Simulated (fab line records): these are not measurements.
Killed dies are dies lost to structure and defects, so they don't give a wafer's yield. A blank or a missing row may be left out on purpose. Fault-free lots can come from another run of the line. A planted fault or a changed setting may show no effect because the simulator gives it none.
A lot that was struck, set against a sound lot | flow n5-finfet | 39 out of 1938 route steps
Sound: wafers L275.1, L275.2, L275.3. Struck: wafer L268.4 (L268.2, L268.3, from the same lot, were not struck and are left out); the cause is given at the end.
For every step that has rows: the tool of each side, followed by ch and its chambers, followed by its first start. Under that, the readings that differ: sound wafers | struck wafers | difference of the means | sigmas: that difference in standard deviations of wafers without a fault.
alike: readings whose means differ by less than 2 such deviations, and words and numbers that are the same on both sides. not compared: withheld readings, readings that some wafer has no value for, bounds like >300 that may hide the same value, and numbers for which the record gives no deviation and whose values overlap.
The two part at a step that has a row with sigmas, a row that says differs or no value, or rows on one side only. When numbers do not overlap yet have no deviation, they are printed without sigmas and do not part them. Lack of a reading on every wafer of one side parts them only where that side has two or more wafers.

first, 9 steps without rows for these wafers: N5_HKMG_FIN_DESCUM_17 (chemistry O2, time 7.9 s); N5_HKMG_FIN_ETCH_31 (etches SiARC in CF4, target depth 45.5 nm, time 75.8 s); N5_HKMG_FIN_ETCH_32 (etches SOC in N2/H2, target depth 240 nm, time 300 s); N5_HKMG_FIN_STRIP_33 (strips in N2/H2); N5_HKMG_FIN_STRIP_34 (strips in CF4); N5_HKMG_FIN_ETCH_35 (etches SOC in N2/H2, target depth 215.8 nm, time 243.4 s); N5_HKMG_FIN_STRIP_92 (strips SOC in N2/H2, time 20 s); N5_HKMG_FIN_WET_ETCH_18 (etches TiN in SC1, time 55 s, target depth 5.2 nm, rinse time 30 s); N5_HKMG_FIN_STRIP_19 (strips in N2/H2, time 360 s).
N5_HKMG_FIN_ALD_91: deposits TiN, target thk 1 nm, pulse time 1 s, purge time 3 s.
  sound on ald-metal-04 ch 1,2,3, day 10 01:46; struck on ald-metal-02 ch 3, day 8 05:44
  reading              | sound                | struck | difference | sigmas
  susceptor-temp-C (C) | 400.16 400.11 400.38 | 356.86 | -43.36     | -99 or more
  alike: heater-power-w, precursor-pulse-height-rel
then, 27 steps without rows for these wafers: N5_HKMG_FIN_COAT_85 (time 60 s, resist thk 300 nm); N5_HKMG_FIN_ETCH_86 (etches SOC in N2/H2, stops on TiN, target depth 393.2 nm); N5_HKMG_FIN_STRIP_89 (strips SOC in N2/H2, time 20 s); N5_HKMG_FIN_WET_ETCH_87 (etches TiN in SC1, time 154.2 s, target depth 4.7 nm, rinse time 30 s); N5_HKMG_FIN_STRIP_88 (strips in N2/H2, time 360 s); N5_HKMG_FIN_NWFM_ALD_20 (deposits TiAlC, target thk 2 nm, pulse time 3 s, purge time 2 s); N5_HKMG_FIN_ALD_71 (deposits TiN, target thk 1 nm, pulse time 1 s, purge time 3 s); N5_HKMG_FIN_COAT_66 (time 60 s, resist thk 300 nm); N5_HKMG_FIN_ETCH_67 (etches SOC in N2/H2, stops on TiN, target depth 388.9 nm); N5_HKMG_FIN_STRIP_90 (strips SOC in N2/H2, time 20 s); N5_HKMG_FIN_WET_ETCH_73 (etches the open film in SC1, time 42.3 s, target depth 1.3 nm, rinse time 30 s); N5_HKMG_FIN_ETCHBACK_68 (etches the open film in Cl2/Ar, stops on HfO2, target depth 0.5 nm); N5_HKMG_FIN_STRIP_69 (strips in N2/H2, time 360 s); N5_HKMG_FIN_ALD_21 (deposits TiN, target thk 1.5 nm, pulse time 1 s, purge time 3 s); N5_HKMG_FIN_ALD_72 (deposits W, target thk 2 nm, pulse time 1 s, purge time 2 s); N5_HKMG_FIN_W_FILL_22 (material W, target thk 60 nm, time 18.2 s); N5_HKMG_FIN_PRECLEAN_83 (cleans in DIW, time 57.5 s); N5_HKMG_FIN_SRD_84 (dry time 32 s); N5_HKMG_FIN_CMP_23 (polishes, stops on SiNx, t overpolish 10 s, target thk 46.326 nm); N5_HKMG_FIN_CMP_94 (polishes, stops on SiNx, t overpolish 4.7 s, target thk 43.299 nm); N5_GATE_CUT_ETCHBACK_00 (etches W in SF6/Cl2); N5_GATE_CUT_ETCH_56 (etches TiN in Cl2/Ar, target depth 21.6 nm); N5_GATE_CUT_ETCHBACK_30 (etches TiN in Cl2/Ar, target depth 3 nm); N5_GATE_CUT_VAPOR_ETCH_60 (etches HfO2 in BCl3/Cl2); N5_GATE_CUT_ETCH_58 (etches SiNx in CH3F/O2, target depth 17 nm, time 128.6 s); N5_GATE_CUT_STRIP_59 (strips in N2/H2, time 20 s); N5_GATE_CUT_PRECLEAN_31 (cleans in DIW, time 300 s).
-- record jumps: 4 days separate the struck wafers' starts on either side; left off in module GATE_CUT, taken up again in module BEOL_M4, whose first shown step is the route's number 1111 --
N5_BEOL_M4_RC_MEAS_101:
  sound on prober-01 ch 0, day 13 08:33; struck on prober-01 ch 0, day 12 02:09
  reading             | sound                      | struck   | difference | sigmas
  IOFF_N (nA/um)      | 0.115 0.151 0.137          | 0.277    | +0.143     | +6
  IOFF_N_85C (nA/um)  | 2.4 3.1 2.8                | 5.2      | +2.4       | +6
  IOFF_N_LIN (nA/um)  | 0.058 0.071 0.065          | 0.137    | +0.072     | +8
  IOFF_N_LONG (nA/um) | 5.72e-05 5.71e-05 5.68e-05 | 9.56e-05 | +3.86e-05  | +15
  ION_N (uA/um)       | 665 678 663                | 704      | +35        | +4
  ION_P (uA/um)       | 459 466 459                | 441      | -20        | -3
  VT_N (mV)           | 253.6 251.3 252.7          | 233.1    | -19.4      | -7
  VT_N_LONG (mV)      | 273.2 274.0 275.4          | 254.7    | -19.5      | -11
  VT_N_LVT (mV)       | 101.3 98.0 100.2           | 80.5     | -19.3      | -7
  VT_P_LVT (mV)       | -100.7 -98.0 -98.4         | -107.3   | -8.3       | -3
  alike: DIBL_N, DIBL_P, IOFF_P, SS_N, SS_P, VT_P
-- the record jumps here: 5 days lie between the struck wafers' starts before and after (it left off in module BEOL_M4 and takes up again in module PASSIVATION, whose first step shown is number 1936 of the route) --
N5_PASSIVATION_PROBE_49:
  sound on prober-01 at day 18 00:44; struck on prober-01 at day 16 20:46
  reading                | sound | struck | difference | sigmas
  sort_bin_4_leakage (%) | 0 0 0 | 0.08   | +0.08      |
  sort_bin_8_speed (%)   | 0 0 0 | 0.08   | +0.08      |
  alike: defect-limited-yield, killed_at_M0_to_M3, killed_at_M4_up, killed-at-contacts, killed-at-front-end, killed-at-other, killed-dies, killed-open, killed-short, sort_bin_5_function, sort_bin_6_memory, sort-n-pass, sort-yield-pct

## WHERE THEY PART
At N5_HKMG_FIN_ALD_91 first; at N5_BEOL_M4_RC_MEAS_101 last (within this record only). Later steps at which nothing parts them and some readings are alike: N5_PASSIVATION_PROBE_49.

WHY: the cause the simulator had injected
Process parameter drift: ald-metal-02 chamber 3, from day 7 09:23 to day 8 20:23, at N5_HKMG_FIN_ALD_91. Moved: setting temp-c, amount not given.
